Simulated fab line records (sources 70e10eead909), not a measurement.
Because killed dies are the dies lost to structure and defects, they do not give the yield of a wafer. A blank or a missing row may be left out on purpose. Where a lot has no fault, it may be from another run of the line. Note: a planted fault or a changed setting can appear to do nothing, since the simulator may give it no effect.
Comparing a struck lot with a sound one | flow nand-harc | 15 steps out of a route of 1302
Sound: wafers L754.3, L754.4, L754.6. Struck: wafers L766.1, L766.2, L766.5. The cause is given at the end.
Per side, at each step with rows, come the tool, then ch with its chambers, and then its first start. Under that, the readings that differ: sound wafers | struck wafers | difference of the means | sigmas: that difference in standard deviations of wafers without a fault.
alike: same words and numbers on both sides, and readings whose means sit less than 2 such deviations apart. not compared: any withheld reading, any reading some wafer has no value for, any bound like >300 that may hide the same value, and any number with overlapping values for which the record gives no deviation.
The two part at a step that has a row with sigmas, a row that says differs or no value, or rows on one side only. Non-overlapping numbers with no deviation appear without sigmas and do not part them. A reading that every wafer of one side lacks parts them only if that side has two wafers or more.

NHARC_A_CONTACT_ETCH_138: etches the open film in C4F8/O2/Ar, time 311 s, target depth 1914 nm.
  sound on har-cap-etch-01 ch 0,1, day 22 23:58; struck on har-cap-etch-03 ch 0,1, day 27 20:08
  not compared: rf-hours-counter-h
NHARC_A_CONTACT_ETCH_139: etches the open film in C4F8/O2/Ar, time 195 s, target depth 840 nm.
  sound on har-cap-etch-01 ch 0,1, day 23 00:14; struck on har-cap-etch-03 ch 0,1, day 27 20:25
  not compared: rf-hours-counter-h
then, 1 step without rows for these wafers: NHARC_A_CONTACT_ETCH_92 (etches the open film in CH3F/O2, target depth 40 nm, time 85.7 s).
NHARC_A_CONTACT_ETCH_98: etches the open film in C4F6/O2, target depth 20 nm, time 10 s.
  sound: rie-diel-08 ch 0,1,2; struck: rie-diel-08 ch 0,2
  alike: c4f6-flow-sccm, drypump-motor-current-A, mfc-ar-sccm, oes-product-au, rf-vpp-V, showerhead-plenum-p-Torr, throttle-valve-pct
  not compared: rf-hours-counter-h
NHARC_A_CONTACT_CD_MEAS_15:
  sound on cd-sem-03 at day 23 00:56; struck on cd-sem-03 at day 27 21:11
  alike: cd-nm
then, 4 steps without rows for these wafers: NHARC_A_CONTACT_STRIP_107 (strips in N2/H2); NHARC_A_CONTACT_STRIP_108 (strips in CF4/CHF3); NHARC_A_CONTACT_STRIP_109 (strips in O2/COS); NHARC_A_CONTACT_ETCH_110 (etches the open film in CF4/O2, target depth 60 nm, overetch 6 nm, time 33 s).
NHARC_A_CONTACT_STRIP_26: strips in O2.
  sound: rie-diel-08 ch 1,3; struck: rie-diel-08 ch 1,3
  alike: drypump-motor-current-A, mfc-ar-sccm, oes-product-au, rf-vpp-V, showerhead-plenum-p-Torr, throttle-valve-pct
  not compared: rf-hours-counter-h
then, 1 step without rows for these wafers: NHARC_A_CONTACT_STRIP_27 (strips in post etch residue remover, time 600 s).
NHARC_A_CONTACT_ALD_18: deposits TiN, target thk 3 nm, pulse time 1 s, ald cycles 150.
  sound on ald-metal-03 ch 0,2,3, day 23 01:53; struck on ald-metal-01 ch 0,2,3, day 27 22:14
  alike: heater-power-w, precursor-pulse-height-rel
NHARC_A_CONTACT_CVD_19: deposits W, target thk 300 nm, time 802 s.
  sound on cvd-w-01 ch 0,1, day 23 02:19; struck on cvd-w-02 ch 0,1, day 27 23:23
  reading            | sound       | struck      | difference | sigmas
  heater-power-w (W) | 435 488 441 | 525 498 517 | +59        | +2
  alike: mfc-ar-sccm, mfc-h2-sccm, throttle-valve-pct
NHARC_A_CONTACT_CMP_20: polishes, t overpolish 30 s, target thk 300 nm.
  sound on cmp-03 ch 0,1,3, day 23 03:00; struck on cmp-03 ch 0,1,3, day 28 00:22
  reading                | sound    | struck      | difference | sigmas
  time-to-endpoint-s (s) | 64 59 62 | 122 122 119 | +59        | +18
  alike: motor-current-A, overpolish-run-s, slurry-filter-dp-kPa, slurry-flow-ml-min
-- break in the record here, with 2 days between the starts of the struck wafers on either side (left off in module A_CONTACT, picked up again in module END, where the first step shown is number 1302 on the route) --
NHARC_END_SORT_01:
  sound on prober-02 ch 0, day 25 01:01; struck on prober-01 ch 0, day 30 06:45
  reading         | sound     | struck   | difference | sigmas
  killed-at-array | 96 102 97 | 57 50 55 | -44        | -2
  alike: killed-at-other, killed-at-periphery, killed-dies, killed-open, killed-short

== WHERE THEY PART ==
At NHARC_A_CONTACT_CVD_19 first; at NHARC_END_SORT_01 last (within this record only).

WHY: what had been put in by the simulator
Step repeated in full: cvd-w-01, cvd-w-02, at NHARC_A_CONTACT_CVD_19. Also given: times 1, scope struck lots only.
